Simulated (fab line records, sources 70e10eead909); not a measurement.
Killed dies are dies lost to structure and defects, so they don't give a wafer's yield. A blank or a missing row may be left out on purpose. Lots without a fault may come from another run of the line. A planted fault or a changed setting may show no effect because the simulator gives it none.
A struck lot beside a sound one | flow nand_harc | 14 steps out of a route of 1159
Sound: wafers L851.1, L851.5, L851.6. Struck: wafers L863.2, L863.3, L863.6. The cause comes at the end.
At each step with rows: each side's tool, then ch and its chambers, then its first start. Under that, the readings that differ: sound wafers | struck wafers | difference of the means | sigmas: that difference in standard deviations of wafers without a fault.
alike: readings whose means differ by less than 2 such deviations, and words and numbers that are the same on both sides. not compared: withheld readings, readings that some wafer has no value for, bounds like >300 that may hide the same value, and numbers for which the record gives no deviation and whose values overlap.
The two part at a step that has a row with sigmas, a row that says differs or no value, or rows on one side only. Numbers that don't overlap but have no deviation are shown without sigmas and don't part them. A reading that every wafer of one side lacks parts them only if that side has two wafers or more.

NHARC_P_GATE_ETCHBACK_37: etches the open film in CHF3/O2, target depth 34.5 nm, time 17.2 s.
  sound on rie_diel-07 ch 0,1; struck on rie_diel-08 ch 0,1
  reading                | sound                | struck               | difference | sigmas
  throttle_valve_pct (%) | 20.558 20.563 20.588 | 20.601 20.583 20.588 | +0.021     | +2
  alike: drypump_motor_current_A, oes_product_au, rf_vpp_V, showerhead_plenum_p_Torr
  not compared: rf_hours_counter_h
NHARC_P_GATE_STRIP_101: strips in O2, time 20 s.
  sound on rie_diel-07 ch 0,1,2, day 5 09:44; struck on rie_diel-08 ch 2,3, day 8 13:40
  alike: drypump_motor_current_A, oes_product_au, rf_vpp_V, showerhead_plenum_p_Torr, throttle_valve_pct
  not compared: rf_hours_counter_h
then, 10 steps without rows for these wafers: NHARC_P_GATE_PRECLEAN_97 (cleans in SPM, time 600 s); NHARC_P_GATE_SRD_98; NHARC_P_GATE_PRECLEAN_99 (cleans in SC1); NHARC_P_GATE_SRD_100; NHARC_P_GATE_DEHYDRATE_38 (time 120 s); NHARC_P_GATE_HMDS_39 (time 30 s); NHARC_P_GATE_COAT_40; NHARC_P_GATE_SOFTBAKE_41 (time 95 s); NHARC_P_GATE_EBR_42; NHARC_P_GATE_EXPOSE_43 (exposes mask P NSD, target cd 720 nm).
NHARC_P_GATE_PEB_44: peb time 85 s.
  sound on litho_track-05 ch 0, day 5 10:34; struck on litho_track-02, day 8 14:29
  no value came back on the struck wafers for chill_plate_temp_C (C), exhaust_pa (Pa), resist_line_temp_C (C); on the sound wafers chill_plate_temp_C (C) reads 22.95 23.13 22.98
then, 1 step without rows for these wafers: NHARC_P_GATE_DEVELOP_45 (time 70 s).

WHERE THEY PART
First at NHARC_P_GATE_ETCHBACK_37; last, within this record, at NHARC_P_GATE_PEB_44.

WHY: what the simulator had put in
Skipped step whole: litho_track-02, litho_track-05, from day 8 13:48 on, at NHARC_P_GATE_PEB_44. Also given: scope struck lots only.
